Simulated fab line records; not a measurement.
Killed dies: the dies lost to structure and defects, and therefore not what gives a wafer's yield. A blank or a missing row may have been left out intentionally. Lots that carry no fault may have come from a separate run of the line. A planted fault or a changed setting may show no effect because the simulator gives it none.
Comparing a struck lot with a sound one | flow n5Finfet | 36 steps out of a route of 1938
Sound: the wafers L282.1, L282.2, L282.5. Struck: wafer L276.2; the same lot's L276.5 was not struck, so it is left out; see the end for the cause.
Each step with rows lists, per side, the tool, then ch with its chambers, then its first start. Under that, the readings that differ: sound wafers | struck wafers | difference of the means | sigmas: that difference in standard deviations of wafers without a fault.
alike: readings whose means differ by less than 2 such deviations, and words and numbers that are the same on both sides. not compared: withheld readings, readings that some wafer has no value for, bounds like >300 that may hide the same value, and numbers for which the record gives no deviation and whose values overlap.
The two part at a step that has a row with sigmas, a row that says differs or no value, or rows on one side only. Numbers that don't overlap but have no deviation are shown without sigmas and don't part them. Lack of a reading on every wafer of one side parts them only where that side has two or more wafers.

first, 9 steps without rows for these wafers: N5_BEOL_M10_ALD_74 (deposits TaN, target thk 2 nm, pulse time 2 s, purge time 3 s); N5_BEOL_M10_SURFACE_TREAT_76; N5_BEOL_M10_CVD_75 (deposits Co from CCTBA/H2, target thk 2 nm, time 138.9 s); N5_BEOL_M10_SPUTTER_48 (material Cu, target thk 12 nm, time 2 s); N5_BEOL_M10_ECD_50 (material Cu, target thk 318 nm); N5_BEOL_M10_ANNEAL_51 (time 90 s); N5_BEOL_M10_CMP_52 (polishes, stops on SiCOH lowk, t overpolish 7 s, target thk 140 nm); N5_BEOL_M10_PRE_CLEAN_55 (time 15 s); N5_BEOL_M10_DEP_56 (deposits SiCN from 3MS/NH3, target thk 15 nm, time 26.5 s).
N5_BEOL_M11_ILD_DEP_00: deposits SiCOH lowk from DEMS/porogen, target thk 308.51 nm, time 58 s.
  sound on pecvd-01 ch 0,1, day 14 23:01; struck on pecvd-02 ch 2, day 13 06:29
reading                                            | sound             | struck | difference | sigmas
runLengthS (s)                                     | 101.5 100.6 101.7 | 92.7   | -8.6       | -15
throttleValvePct (%)                               | 14.6 13.5 14.7    | 12.3   | -2.0       | -3
model.SiCOH_lowk_of_BEOL_M11_ILD_DEP_00.thkNm (nm) | 308.2 311.6 312   | 257.4  | -53.2      | 
  alike: heaterPowerW, showerheadPlenumPTorr
  not compared: rfFwdPowerW
then, 1 step without rows for these wafers: N5_BEOL_M11_CURE_71 (cures SiCOH lowk, time 240 s).
N5_BEOL_M11_THK_MEAS_01:
  sound: filmMetro-02 at day 14 23:36; struck: filmMetro-01 at day 13 07:04
reading          | sound       | struck | difference | sigmas
M11_ILD_THK (nm) | 268 271 271 | 223    | -47        | -12
then, 23 steps without rows for these wafers: N5_BEOL_M11_PECVD_70 (deposits SiO2 from TEOS/O2, target thk 20 nm, time 22.7 s); N5_BEOL_M11_HM_DEP_02 (deposits TiN, target thk 20 nm); N5_BEOL_M11_COAT_59 (time 60 s, resist thk 100 nm); N5_BEOL_M11_COAT_60 (time 60 s, resist thk 30 nm); N5_BEOL_M11_COAT_05 (resist thk 90 nm); N5_BEOL_M11_EBR_07; N5_BEOL_M11_SOFTBAKE_06 (time 60 s); N5_BEOL_M11_EXPOSE_08 (exposes mask M11); N5_BEOL_M11_PEB_09 (peb time 60 s); N5_BEOL_M11_DEVELOP_10 (develop time 30 s); N5_BEOL_M11_DESCUM_16 (chemistry O2, time 7.9 s); N5_BEOL_M11_ETCH_61 (etches SiARC in CF4, target depth 39 nm, time 65 s); N5_BEOL_M11_ETCH_62 (etches SOC in N2/H2, target depth 110 nm, overetch 22 nm, time 165 s); N5_BEOL_M11_STRIP_68 (strips in N2/H2); N5_BEOL_M11_STRIP_67 (strips in CF4); N5_BEOL_M11_HM_OPEN_17 (chemistry Cl2/BCl3, target TiN, target depth 20 nm, overetch 6 nm); N5_BEOL_M11_STRIP_19 (strips in O2); N5_BEOL_M11_COAT_63 (time 60 s, resist thk 100 nm); N5_BEOL_M11_COAT_64 (time 60 s, resist thk 30 nm); N5_BEOL_M11_COAT_22 (resist thk 90 nm); N5_BEOL_M11_EBR_24; N5_BEOL_M11_SOFTBAKE_23 (time 60 s); N5_BEOL_M11_EXPOSE_25 (exposes mask V10).
N5_BEOL_M11_CMP_52: polishes, stops on SiCOH lowk, t overpolish 7 s, target thk 140 nm.
  sound on cmp-03 ch 0,1,2, day 15 09:42; struck on cmp-03 ch 3, day 13 14:39
reading                                            | sound           | struck | difference | sigmas
model.SiCOH_lowk_of_BEOL_M11_ILD_DEP_00.thkNm (nm) | 264.6 267.8 268 | 220    | -47        | 
  alike: clearingPlatenRpm, motorCurrentA
  not compared: padLifeWafers

WHERE THEY PART
Earliest at N5_BEOL_M11_ILD_DEP_00; latest, in this record, at N5_BEOL_M11_THK_MEAS_01. Later steps at which nothing parts them and some readings are alike: N5_BEOL_M11_CMP_52.

WHY: the cause the simulator had injected
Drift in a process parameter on pecvd-02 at N5_BEOL_M11_ILD_DEP_00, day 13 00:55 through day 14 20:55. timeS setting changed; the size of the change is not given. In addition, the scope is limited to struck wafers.
